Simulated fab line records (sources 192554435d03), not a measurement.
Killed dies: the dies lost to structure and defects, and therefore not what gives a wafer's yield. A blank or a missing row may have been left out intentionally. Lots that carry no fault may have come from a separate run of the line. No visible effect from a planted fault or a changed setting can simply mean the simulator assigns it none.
Chamber matching + flow n5Finfet + 4 sister chambers for N5_FIN_CUT_STRIP_24 on rieDiel-03
The step strips in CF4. 8 wafers are shown with their chamber, then 7 later ones without.

## WAFERS, EACH WITH ITS CHAMBER
| wafer  | chamber | showerheadPlenumPTorr (Torr) | drypumpMotorCurrentA (A) |
|--------|---------|------------------------------|--------------------------|
| L083.2 | 2       | 1.87                         | 6.1                      |
| L085.2 | 1       | 1.81                         | 6.0                      |
| L085.5 | 0       | 1.72                         | 4.9                      |
| L088.2 | 1       | 1.81                         | 6.1                      |
| L088.3 | 2       | 1.86                         | 6.1                      |
| L088.4 | 0       | 1.72                         | 4.9                      |
| L089.1 | 3       | 1.77                         | 6.3                      |
| L089.4 | 3       | 1.77                         | 6.3                      |

## WAFERS WITH NO CHAMBER GIVEN
| wafer  | showerheadPlenumPTorr (Torr) | drypumpMotorCurrentA (A) |
|--------|------------------------------|--------------------------|
| L089.6 | 1.72                         | 4.9                      |
| L093.2 | 1.71                         | 4.9                      |
| L093.3 | 1.81                         | 6.0                      |
| L093.4 | 1.76                         | 6.3                      |
| L094.3 | 1.81                         | 6.0                      |
| L094.5 | 1.76                         | 6.3                      |
| L094.6 | 1.71                         | 4.9                      |

## EACH ONE'S CHAMBER
| wafer  | from the rows above | in truth |
|--------|---------------------|----------|
| L089.6 | 0                   | 0        |
| L093.2 | 0                   | 0        |
| L093.3 | 1                   | 1        |
| L093.4 | 3                   | 3        |
| L094.3 | 1                   | 1        |
| L094.5 | 3                   | 3        |
| L094.6 | 0                   | 0        |
Correctly placed: 7 of 7. Can't be placed from these rows: 0. Placed wrongly: 0.
How it was worked out, from the rows above alone: a wafer's distance from a chamber is the root of the sum, over the readings, of the square of ((its reading less the chamber's mean) divided by the reading's scatter). If the next closest chamber is less than 2 further off than the closest, the wafer can't be placed; otherwise it belongs to the closest. The mean given for a chamber averages the wafers shown for that chamber. The scatter: take each reading less its chamber's mean, square it, sum over the shown wafers, divide by the number of wafers less the number of chambers, and take the root.
